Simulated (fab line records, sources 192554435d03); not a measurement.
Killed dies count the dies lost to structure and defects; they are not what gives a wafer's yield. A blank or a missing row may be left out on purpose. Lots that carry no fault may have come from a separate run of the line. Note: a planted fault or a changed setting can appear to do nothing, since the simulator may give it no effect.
Which of the tools did it? | flow n5_finfet | 9 lots with 27 wafers sampled at 5 steps, on a route of 1938 steps

## WHAT THE GAUGES READ, wafer by wafer
N5_BEOL_M4_RC_MEAS_101.
lot  | measured     | on        | SS_P (mV/dec)
L835 | day 9 09:14  | prober-02 | 72.6 74.1 73.8
L836 | day 8 21:05  | prober-01 | 73.0 73.6 73.0
L840 | day 10 16:34 | prober-01 | 71.4 72.6 71.4
L841 | day 10 14:48 | prober-02 | 73.8 72.7 73.7
L845 | day 11 09:40 | prober-02 | 73.8 72.8 72.9
L846 | day 11 23:30 | prober-01 | 72.8 74.0 75.4
L849 | day 12 02:02 | prober-01 | 73.7 74.8 73.7
L852 | day 13 05:12 | prober-02 | 74.3 74.6 74.0
L855 | day 14 07:22 | prober-02 | 73.5 72.5 74.2

## WHICH TOOL RAN EACH LOT (tool, then ch and the chambers of the sampled wafers, then the start)
lot  | N5_FIN_CUT_CUT_ETCH_28          | N5_FIN_CUT_STRIP_22               | N5_STI_FIN_REVEAL_ALD_00         | N5_STI_FIN_REVEAL_DENSIFY_30
L835 | rie_si-04 ch 0,1,3, day 2 15:08 | rie_diel-03 ch 0,2,3, day 2 15:14 | ald_sin-03 ch 2,3, day 2 15:26   | rtp_anneal-01 ch 0, day 2 21:32
L836 | rie_si-04 ch 1,2, day 2 21:17   | rie_diel-03 ch 0,2,3, day 2 21:21 | ald_sin-02 ch 0,1,2, day 2 21:33 | rtp_anneal-02 ch 0, day 3 03:48
L840 | rie_si-04 ch 0,1, day 3 21:17   | rie_diel-03 ch 0,1,2, day 3 21:22 | ald_sin-01 ch 0,2,3, day 3 21:34 | rtp_anneal-01 ch 0, day 4 03:30
L841 | rie_si-05 ch 0,1,2, day 4 03:17 | rie_diel-05 ch 0,1,3, day 4 03:22 | ald_sin-03 ch 0,1,2, day 4 03:34 | rtp_anneal-02 ch 0, day 4 08:59
L845 | rie_si-06 ch 1,2, day 5 04:36   | rie_diel-02 ch 0,1,3, day 5 04:40 | ald_sin-03 ch 0,2,3, day 5 04:52 | rtp_anneal-01 ch 0, day 5 10:23
L846 | rie_si-04 ch 1,2, day 5 11:58   | rie_diel-05 ch 1,3, day 5 12:03   | ald_sin-03 ch 1,2,3, day 5 13:02 | rtp_anneal-01 ch 0, day 5 18:28
L849 | rie_si-06 ch 1,2,3, day 6 03:15 | rie_diel-05 ch 1,2, day 6 03:19   | ald_sin-03 ch 2,3, day 6 03:31   | rtp_anneal-01 ch 0, day 6 08:59
L852 | rie_si-04 ch 0,3, day 6 23:16   | rie_diel-05 ch 1,2,3, day 6 23:20 | ald_sin-01 ch 0,1,2, day 6 23:32 | rtp_anneal-01 ch 0, day 7 04:59
L855 | rie_si-05 ch 0,2,3, day 7 17:11 | rie_diel-05 ch 0,3, day 7 17:16   | ald_sin-02 ch 2,3, day 7 17:27   | rtp_anneal-02 ch 0, day 7 22:56
- N5_FIN_CUT_CUT_ETCH_28: etches Si in HBr/Cl2/O2, target depth 6 nm, time 2.4 s.
- N5_FIN_CUT_STRIP_22: strips in N2/H2.
- N5_STI_FIN_REVEAL_ALD_00: deposits SiO2, target thk 1 nm, pulse time 1 s.
- N5_STI_FIN_REVEAL_DENSIFY_30

## THE ANSWER, worked out from the rows above alone
Rule: usual is defined by the lots themselves. The widest of any qualifying gaps counts: lots, ordered by their means at a reading, are off when they make up no more than a third of the lots, leave a main group of 4 or more, and stand apart from it by 3 or more times the standard deviation of that group's means. The tables above print the reading to a certain number of digits; a main group whose means all agree to those digits is not used. Also off: a lot with no number at a reading for which 4 or more lots have one. Where the step has rows for the other lots, those lots are counted as sound.
Off: at N5_BEOL_M4_RC_MEAS_101 (SS_P), L840. The main group: mean 73.6 mV/dec, standard deviation 0.41.
A tool fits if, at a process step before that reading, it ran every lot that is off, and no sound lot after the first of them. The gauges at N5_BEOL_M4_RC_MEAS_101 are tried like those tools. One fits: rie_diel-03 at N5_FIN_CUT_STRIP_22. A fault onset in the window from L836 (day 2 21:21, its last sound lot) to L840 (day 3 21:22, its first lot off) fits.

## WHAT THE SIMULATOR HAD INSERTED
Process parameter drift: rie_diel-03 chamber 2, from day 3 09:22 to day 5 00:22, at N5_FIN_CUT_STRIP_22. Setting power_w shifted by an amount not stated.
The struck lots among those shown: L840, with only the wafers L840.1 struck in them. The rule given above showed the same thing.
